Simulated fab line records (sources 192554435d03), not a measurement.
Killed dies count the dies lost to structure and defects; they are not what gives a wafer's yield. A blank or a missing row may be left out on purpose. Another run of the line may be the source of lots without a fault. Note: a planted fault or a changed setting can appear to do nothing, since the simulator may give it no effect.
8D (eight disciplines) problem report, filled in by code ; flow n5-finfet ; the parts of the form that need people (team, actions taken, sign-off) are left out

== 1. THE ISSUE ==
At N5_MOL_CONTACT_COAG_COAT_64, spin-speed-rpm averages 1580.5 rpm over 6 wafers from 2 lots, while fault-free wafers read 1499.9 rpm, standard deviation 1.1. That puts it +73 standard deviations away from the usual mean.
The step: time 60 s, resist thk 10 nm.
Seen first at day 6 19:48 on litho-track-01, wafer L999.1. The record has a number at this step for 12 wafers belonging to 4 lots. By rule, "out" or "out of limits" means more than 4 standard deviations away from the usual mean. All remaining wafers that have a number are taken as sound.

== 2. WHAT IT IS; WHAT IT IS NOT ==
question;is;is not
which readings at this step;spin-speed-rpm;dispense-pressure-kPa, resist-line-temp-C
which lots;L100, L999;L113, L994
which wafers of those lots;all that have a number;-
read on which tools;litho-track-01;litho-track-04
when;from day 6 19:48;"up to then (3 sound wafers); but 3 sound wafers of L113 came after"

== 3. THE SUSPECTS, EACH WITH WHAT RULES IT OUT ==
Counting: a tool at a process step up to the reading stays a suspect if it ran every lot that is out and no sound lot after the first of them.
- litho-track-01 at N5_MOL_CONTACT_COAG_COAT_64 (time 60 s, resist thk 10 nm): kept. All lots that are out passed through it, beginning with L999 at day 6 19:48, and no sound lot followed; its final sound lot before that point was L994 at day 5 15:10. Its own readings are out on those wafers: spin-speed-rpm.
The count leaves litho-track-01 at N5_MOL_CONTACT_COAG_COAT_64.

== 4. THE CAUSE (what the simulator had put in) ==
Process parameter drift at N5_MOL_CONTACT_COAG_COAT_64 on litho-track-01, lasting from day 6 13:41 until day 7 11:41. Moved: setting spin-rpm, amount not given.
After counting, this tool was the only one left.

== 5. SEQUENCE OF EFFECTS, ordered by route ==
One row per reading whose mean, taken over the struck wafers that have a number, lies over 3 standard deviations from the usual. Readings are gone through only where the record gives a usual standard deviation; hours: the median, over the lots, of the time from a lot's start at the first step in this table giving one to that lot's start at this step; sigmas: the change measured in usual standard deviations.
hours;step;reading;usual;on struck wafers;change;sigmas
0;N5_MOL_CONTACT_COAG_COAT_64;spin-speed-rpm;1499.9 rpm;1580.5;+80.6;+73
The process steps in it:
- N5_MOL_CONTACT_COAG_COAT_64: time 60 s, resist thk 10 nm.
Later steps that measure or inspect, where all struck wafers having a row at the step show a number for every such reading and not one has moved that far: N5_BEOL_M4_RC_MEAS_101.

== 6. HOW IT WOULD HAVE BEEN CAUGHT EARLIER ==
In this record the first reading out of limits was taken at day 6 19:48, 6 hours after the fault began at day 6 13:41.
